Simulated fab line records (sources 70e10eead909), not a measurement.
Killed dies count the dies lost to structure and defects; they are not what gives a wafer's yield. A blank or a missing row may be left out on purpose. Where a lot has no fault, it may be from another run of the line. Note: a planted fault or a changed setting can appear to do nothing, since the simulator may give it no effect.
Chamber matching	flow nand-harc	ald-hk-04 running NHARC_A_CHANNEL_FILL_D1_ALD_14: 4 sister chambers
The step deposits SiO2, target thk 2.5 nm, pulse time 10 s, ald cycles 25. 4 wafers are shown with their chamber, then 8 later ones without.

## WAFERS WITH THEIR CHAMBER
wafer	chamber	heater-power-w (W)
L087.1	1	516
L087.4	3	540
L087.6	0	530
L087.2	2	516

## WAFERS WHOSE CHAMBER IS MISSING
wafer	heater-power-w (W)
L087.3	532
L087.5	540
L090.4	495
L090.5	539
L090.6	507
L089.1	542
L089.3	514
L089.6	545

## THE CHAMBER EACH PASSED THROUGH
wafer	from the rows above	in truth
L087.3	can't be placed: 0 or 3 or 1 or 2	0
L087.5	can't be placed: 3 or 0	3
L090.4	can't be placed: 1 or 2 or 0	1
L090.5	can't be placed: 3 or 0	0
L090.6	can't be placed: 1 or 2 or 0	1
L089.1	can't be placed: 3 or 0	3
L089.3	can't be placed: 1 or 2 or 0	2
L089.6	can't be placed: 3 or 0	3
0 of 8 placed correctly. Can't be placed from these rows: 8 (the true chamber is among the candidates in 8). Number placed wrongly: 0.
How it was worked out, from the rows above alone: a wafer's distance from a chamber is the root of the sum, over the readings, of the square of ((its reading less the chamber's mean) divided by the reading's scatter). The wafer belongs to the nearest chamber; if the next one is less than 2 further off, it can't be placed. Each chamber's mean is taken over the wafers shown for it. The scatter: root of mean squared gap, hidden wafer to nearest shown wafer, with one shown wafer a chamber.
